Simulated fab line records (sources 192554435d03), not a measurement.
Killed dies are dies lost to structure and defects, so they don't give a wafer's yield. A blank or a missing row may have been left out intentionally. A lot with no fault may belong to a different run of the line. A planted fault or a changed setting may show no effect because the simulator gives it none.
Chamber matching / flow n5 finfet / cvd co-01 running N5_BEOL_M5_CVD_47: 3 sister chambers
The step deposits Co from CCTBA/H2, target thk 3 nm, time 216 s. 3 wafers are shown with their chamber, then 7 later ones without.

WAFERS, EACH WITH ITS CHAMBER
wafer=L901.1; chamber=0; chamber pressure Torr (Torr)=29.99
wafer=L902.3; chamber=2; chamber pressure Torr (Torr)=29.90
wafer=L902.4; chamber=1; chamber pressure Torr (Torr)=30.01

WAFERS WITHOUT THEIR CHAMBER
wafer=L902.5; chamber pressure Torr (Torr)=29.93
wafer=L900.1; chamber pressure Torr (Torr)=29.98
wafer=L900.5; chamber pressure Torr (Torr)=29.92
wafer=L900.6; chamber pressure Torr (Torr)=29.88
wafer=L919.3; chamber pressure Torr (Torr)=29.95
wafer=L919.4; chamber pressure Torr (Torr)=30.12
wafer=L919.6; chamber pressure Torr (Torr)=29.93

CHAMBER TAKEN BY EACH
wafer=L902.5; from the rows above=can't be placed: 2 or 0 or 1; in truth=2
wafer=L900.1; from the rows above=can't be placed: 0 or 1 or 2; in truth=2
wafer=L900.5; from the rows above=can't be placed: 2 or 0 or 1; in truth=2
wafer=L900.6; from the rows above=can't be placed: 2 or 0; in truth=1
wafer=L919.3; from the rows above=can't be placed: 0 or 2 or 1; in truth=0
wafer=L919.4; from the rows above=can't be placed: 1 or 0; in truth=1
wafer=L919.6; from the rows above=can't be placed: 2 or 0 or 1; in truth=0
Correctly placed: 0 of 7. Cannot be placed on the basis of these rows: 7; the candidates contain the true chamber in 6. Placed wrongly: 0.
How it was worked out, from the rows above alone: a wafer's distance from a chamber is the root of the sum, over the readings, of the square of ((its reading less the chamber's mean) divided by the reading's scatter). If the next closest chamber is less than 2 further off than the closest, the wafer can't be placed; otherwise it belongs to the closest. The mean given for a chamber averages the wafers shown for that chamber. The scatter (one wafer shown for each chamber): square how far every hidden wafer sits from the nearest shown wafer, average those squares and take the square root.
